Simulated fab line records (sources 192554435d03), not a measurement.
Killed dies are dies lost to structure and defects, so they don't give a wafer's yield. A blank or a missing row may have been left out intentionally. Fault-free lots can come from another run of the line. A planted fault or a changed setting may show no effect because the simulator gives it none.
What tool caused it? / flow n5Finfet / 30 wafers from 10 lots sampled at 6 of the route's 1938 steps

## WHAT THE GAUGES READ, wafer by wafer
N5_BEOL_M0_SAQP_OVL_MEAS_41.
lot=L075; measured=day 6 03:04; on=overlay-01; M0_CUT1_OVL (nm)=0.3 0.9 0.6
lot=L077; measured=day 7 04:52; on=overlay-01; M0_CUT1_OVL (nm)=0.6 -0.4 -0.1
lot=L079; measured=day 7 05:50; on=overlay-01; M0_CUT1_OVL (nm)=1.8 1.3 1.8
lot=L082; measured=day 7 15:02; on=overlay-01; M0_CUT1_OVL (nm)=-0.3 -0.3 0.6
lot=L084; measured=day 8 03:42; on=overlay-02; M0_CUT1_OVL (nm)=0.4 0.9 1.1
lot=L087; measured=day 9 03:09; on=overlay-02; M0_CUT1_OVL (nm)=0.6 0.7 0.2
lot=L090; measured=day 9 16:07; on=overlay-02; M0_CUT1_OVL (nm)=0.0 0.1 0.8
lot=L092; measured=day 10 05:27; on=overlay-02; M0_CUT1_OVL (nm)=-0.2 -0.1 0.9
lot=L094; measured=day 10 20:25; on=overlay-01; M0_CUT1_OVL (nm)=1.5 0.9 0.3
lot=L096; measured=day 11 04:15; on=overlay-01; M0_CUT1_OVL (nm)=0.9 -0.3 0.8

## WHICH TOOL RAN EACH LOT (tool, then ch and the chambers of the sampled wafers, then the start)
lot=L075; N5_GATE_CUT_ETCH_56=rieMetal-01 ch 0,1, day 4 19:37; N5_MOL_CONTACT_COAG_STRIP_119=plasmaAsher-01 ch 1, day 5 14:32; N5_MOL_CONTACT_COAG_STRIP_72=rieDiel-05 ch 0,3, day 5 15:47; N5_BEOL_M0_SAQP_ETCH_84=rieDiel-02 ch 1,2, day 5 23:01; N5_BEOL_M0_SAQP_STRIP_108=rieDiel-04 ch 1,2,3, day 6 01:35
lot=L077; N5_GATE_CUT_ETCH_56=rieMetal-02 ch 0,1, day 5 03:58; N5_MOL_CONTACT_COAG_STRIP_119=plasmaAsher-02 ch 0,1, day 5 21:32; N5_MOL_CONTACT_COAG_STRIP_72=rieDiel-05 ch 0,2, day 6 00:11; N5_BEOL_M0_SAQP_ETCH_84=rieDiel-01 ch 0,1, day 6 23:03; N5_BEOL_M0_SAQP_STRIP_108=rieDiel-04 ch 0,1, day 7 02:29
lot=L079; N5_GATE_CUT_ETCH_56=rieMetal-01 ch 0, day 5 16:50; N5_MOL_CONTACT_COAG_STRIP_119=plasmaAsher-01 ch 0,1, day 6 12:18; N5_MOL_CONTACT_COAG_STRIP_72=rieDiel-06 ch 0,1, day 6 13:44; N5_BEOL_M0_SAQP_ETCH_84=rieDiel-01 ch 0,2, day 6 23:29; N5_BEOL_M0_SAQP_STRIP_108=rieDiel-02 ch 0,2,3, day 7 03:34
lot=L082; N5_GATE_CUT_ETCH_56=rieMetal-03 ch 0,1, day 6 09:45; N5_MOL_CONTACT_COAG_STRIP_119=plasmaAsher-02 ch 0,1, day 7 03:32; N5_MOL_CONTACT_COAG_STRIP_72=rieDiel-03 ch 0,2, day 7 05:10; N5_BEOL_M0_SAQP_ETCH_84=rieDiel-04 ch 0,1,2, day 7 11:14; N5_BEOL_M0_SAQP_STRIP_108=rieDiel-04 ch 0,1,2, day 7 13:38
lot=L084; N5_GATE_CUT_ETCH_56=rieMetal-03 ch 0,1, day 6 22:34; N5_MOL_CONTACT_COAG_STRIP_119=plasmaAsher-02 ch 0,1, day 7 16:00; N5_MOL_CONTACT_COAG_STRIP_72=rieDiel-05 ch 0,2,3, day 7 17:38; N5_BEOL_M0_SAQP_ETCH_84=rieDiel-01 ch 0,2,3, day 8 00:00; N5_BEOL_M0_SAQP_STRIP_108=rieDiel-02 ch 0,2,3, day 8 02:17
lot=L087; N5_GATE_CUT_ETCH_56=rieMetal-02 ch 0,1, day 7 16:19; N5_MOL_CONTACT_COAG_STRIP_119=plasmaAsher-02 ch 0,1, day 8 14:25; N5_MOL_CONTACT_COAG_STRIP_72=rieDiel-03 ch 1,2,3, day 8 16:12; N5_BEOL_M0_SAQP_ETCH_84=rieDiel-01 ch 0,2,3, day 8 21:43; N5_BEOL_M0_SAQP_STRIP_108=rieDiel-02 ch 1,2,3, day 9 01:05
lot=L090; N5_GATE_CUT_ETCH_56=rieMetal-02 ch 0,1, day 8 08:29; N5_MOL_CONTACT_COAG_STRIP_119=plasmaAsher-02 ch 0,1, day 9 02:03; N5_MOL_CONTACT_COAG_STRIP_72=rieDiel-05 ch 0,1,3, day 9 03:38; N5_BEOL_M0_SAQP_ETCH_84=rieDiel-02 ch 0,2,3, day 9 12:01; N5_BEOL_M0_SAQP_STRIP_108=rieDiel-02 ch 1,2,3, day 9 14:19
lot=L092; N5_GATE_CUT_ETCH_56=rieMetal-02 ch 0,1, day 8 21:20; N5_MOL_CONTACT_COAG_STRIP_119=plasmaAsher-01 ch 0,1, day 9 18:28; N5_MOL_CONTACT_COAG_STRIP_72=rieDiel-05 ch 0,2,3, day 9 19:49; N5_BEOL_M0_SAQP_ETCH_84=rieDiel-01 ch 0,1,2, day 10 01:37; N5_BEOL_M0_SAQP_STRIP_108=rieDiel-01 ch 1,2,3, day 10 03:53
lot=L094; N5_GATE_CUT_ETCH_56=rieMetal-03 ch 0,1, day 9 13:07; N5_MOL_CONTACT_COAG_STRIP_119=plasmaAsher-02 ch 0,1, day 10 07:49; N5_MOL_CONTACT_COAG_STRIP_72=rieDiel-06 ch 2,3, day 10 09:18; N5_BEOL_M0_SAQP_ETCH_84=rieDiel-01 ch 0,3, day 10 16:13; N5_BEOL_M0_SAQP_STRIP_108=rieDiel-04 ch 0,1,2, day 10 18:31
lot=L096; N5_GATE_CUT_ETCH_56=rieMetal-01 ch 0,1, day 9 21:23; N5_MOL_CONTACT_COAG_STRIP_119=plasmaAsher-01 ch 0,1, day 10 17:11; N5_MOL_CONTACT_COAG_STRIP_72=rieDiel-06 ch 1,2, day 10 18:35; N5_BEOL_M0_SAQP_ETCH_84=rieDiel-01 ch 1,2,3, day 10 23:55; N5_BEOL_M0_SAQP_STRIP_108=rieDiel-04 ch 0,2, day 11 02:25
- N5_GATE_CUT_ETCH_56: etches TiN in Cl2/Ar, target depth 21.6 nm.
- N5_MOL_CONTACT_COAG_STRIP_119: strips in N2/H2, time 30 s.
- N5_MOL_CONTACT_COAG_STRIP_72: strips in N2/H2.
- N5_BEOL_M0_SAQP_ETCH_84: etches SOC in N2/H2, target depth 100 nm, overetch 20 nm, time 150 s.
- N5_BEOL_M0_SAQP_STRIP_108: strips in N2/H2.

## THE ANSWER, worked out from the rows above alone
Rule: usual is defined by the lots themselves. The widest of any qualifying gaps counts: lots, ordered by their means at a reading, are off when they make up no more than a third of the lots, leave a main group of 4 or more, and stand apart from it by 3 or more times the standard deviation of that group's means. A main group whose means are all the same, to the digits that the tables above print for the reading, isn't used. Also off: a lot with no number at a reading for which 4 or more lots have one. Where the step has rows for the other lots, those lots are counted as sound.
Nothing can be told from this: no lot is off at any reading shown.

## WHAT THE SIMULATOR HAD PUT IN
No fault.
